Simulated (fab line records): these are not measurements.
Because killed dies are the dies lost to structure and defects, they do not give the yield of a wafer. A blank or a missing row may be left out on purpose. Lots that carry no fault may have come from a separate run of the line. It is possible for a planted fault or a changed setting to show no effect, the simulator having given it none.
A lot that was struck, set against a sound lot	flow n5-finfet	39 steps out of a route of 1938
Sound: the wafers L595.3, L595.4, L595.5. Struck: wafers L590.2, L590.3. (L590.6 of the same lot was not struck and is left out.) The cause comes at the end.
Per side, at each step with rows, come the tool, then ch with its chambers, and then its first start. Under that, the readings that differ: sound wafers	struck wafers	difference of the means	sigmas: that difference in standard deviations of wafers without a fault.
alike: a reading whose means differ by less than 2 such deviations, as well as words and numbers matching on both sides. not compared: withheld readings; readings where some wafer has no value; bounds like >300 that might hide an equal value; numbers whose values overlap and for which the record gives no deviation.
A row with sigmas, a row that says differs or no value, or rows on one side alone: a step with any of these is where the two part. Numbers that don't overlap but have no deviation are shown without sigmas and don't part them. A reading that every wafer of one side lacks parts them only if that side has two wafers or more.

first, 11 steps without rows for these wafers: N5_BEOL_M1_STRIP_65 (strips in N2/H2); N5_BEOL_M1_STRIP_75 (strips in N2/H2); N5_BEOL_M1_STRIP_66 (strips in CF4); N5_BEOL_M1_HM_OPEN_17 (chemistry Cl2/BCl3, target TiN, target depth 20 nm, overetch 6 nm); N5_BEOL_M1_STRIP_19 (strips in O2); N5_BEOL_M1_COAT_67 (time 60 s, resist thk 60 nm); N5_BEOL_M1_COAT_68 (time 60 s, resist thk 12 nm); N5_BEOL_M1_COAT_76 (time 60 s, resist thk 5 nm); N5_BEOL_M1_COAT_22 (resist thk 30 nm); N5_BEOL_M1_EBR_24; N5_BEOL_M1_SOFTBAKE_23 (time 60 s).
N5_BEOL_M1_EXPOSE_25: exposes mask V0, defocus 5 nm, target cd 24 nm.
  sound on euv-scanner-01 ch 0, day 11 02:06; struck on euv-scanner-02 ch 0, day 9 17:11
  alike: mask
then, 2 steps without rows for these wafers: N5_BEOL_M1_PEB_26 (peb time 60 s); N5_BEOL_M1_DEVELOP_27 (develop time 30 s).
N5_BEOL_M1_CD_MEAS_28: target cd y 23.3 nm.
  sound on cd-sem-02 ch 0, day 11 02:14; struck on cd-sem-01 ch 0, day 9 17:20
reading	sound	struck	difference	sigmas
cd-nm (nm)	24.52 24.31 24.35	19.11 18.46	-5.61	-22
then, 8 steps without rows for these wafers: N5_BEOL_M1_DESCUM_33 (chemistry O2, time 7 s); N5_BEOL_M1_ETCH_77 (etches underlayer in N2/H2, target depth 6.5 nm, time 5.2 s); N5_BEOL_M1_ETCH_69 (etches SiARC in CF4, target depth 15.6 nm, time 26 s); N5_BEOL_M1_ALD_98 (deposits SiO2, target thk 2.5 nm, pulse time 1 s, co reactant pulse time 1 s); N5_BEOL_M1_ETCHBACK_99 (etches SiO2 in CHF3, target depth 5 nm, time 10.4 s); N5_BEOL_M1_ETCH_70 (etches SOC in N2/H2, target depth 80 nm, overetch 16 nm, time 120 s); N5_BEOL_M1_STRIP_71 (strips in N2/H2); N5_BEOL_M1_STRIP_78 (strips in N2/H2).
N5_BEOL_M1_VIA_ETCH_34: etches the open film in C4F6/O2, target depth 67.8 nm, time 64.4 s.
  sound on rie-diel-04 ch 1,3, day 11 03:26; struck on rie-diel-04 ch 0,2, day 9 19:52
reading	sound	struck	difference	sigmas
model.BEOL_M1.cd-nm (nm)	18.2 18.2 18.2	13.4 12.4	-5.3	
  alike: drypump-motor-current-A, oes_o_777_au, oes-product-au, rf-vpp-V, showerhead-plenum-p-Torr, throttle-valve-pct
  not compared: rf-hours-counter-h
then, 13 steps without rows for these wafers: N5_BEOL_M1_STRIP_83 (strips in C4F6/O2); N5_BEOL_M1_STRIP_36 (strips in N2/H2); N5_BEOL_M1_TRENCH_ETCH_37 (etches SiOC in C4F6/O2, target depth 55.207 nm, time 29 s); N5_BEOL_M1_ETCH_41 (etches SiCN in CH3F/O2, target depth 31.9 nm, time 57.8 s); N5_BEOL_M1_STRIP_97 (strips in N2/H2, time 10 s); N5_BEOL_M1_HM_STRIP_39 (strips TiN in peroxide tin strip, target depth 25 nm, time 158 s); N5_BEOL_M1_SRD_40 (time 30 s); N5_BEOL_M1_PRECLEAN_42 (cleans in residue remover, time 60 s); N5_BEOL_M1_SRD_43 (time 30 s); N5_BEOL_M1_DEGAS_44 (time 60 s); N5_BEOL_M1_PRE_CLEAN_45 (time 30 s); N5_BEOL_M1_ALD_84 (deposits TaN, pulse time 2 s, purge time 3 s, co reactant purge time 2 s); N5_BEOL_M1_SURFACE_TREAT_85.
N5_BEOL_M4_RC_MEAS_101:
  the record has rows for the sound wafers here (prober-02 ch 0, day 12 20:58) and none for the struck ones
-- a jump in the record: the struck wafers' starts before and after are 7 days apart (it breaks off in module BEOL_M4 and resumes in module PASSIVATION, where the first step shown is number 1936 of the route) --
N5_PASSIVATION_PROBE_49:
  sound on prober-02, day 17 10:25; struck on prober-01, day 16 20:39
reading	sound	struck	difference	sigmas
defect-limited-yield (%)	91.6 90.8 90.8	0.3 0	-90.9	-70
killed_at_M0_to_M3	28 27 30	1119 1110	+1086	+99 or more
killed-dies	99 108 109	1176 1180	+1073	+72
killed-on-rim	11 12 22	152 152	+137	+34
sort_bin_5_function (%)	5.0 5.3 5.2	96.1 96.1	+90.9	+99 or more
sort-n-pass	1081 1072 1071	4 0	-1073	-72
sort-yield-pct (%)	91.6 90.8 90.8	0.3 0	-90.9	-70
  alike: killed_at_M4_up, killed-at-contacts, killed-at-front-end, killed-at-other, killed-open, killed-short, sort_bin_6_memory

== WHERE THEY PART ==
First at N5_BEOL_M1_CD_MEAS_28; last, within this record, at N5_PASSIVATION_PROBE_49.

WHY: whatever the simulator had introduced
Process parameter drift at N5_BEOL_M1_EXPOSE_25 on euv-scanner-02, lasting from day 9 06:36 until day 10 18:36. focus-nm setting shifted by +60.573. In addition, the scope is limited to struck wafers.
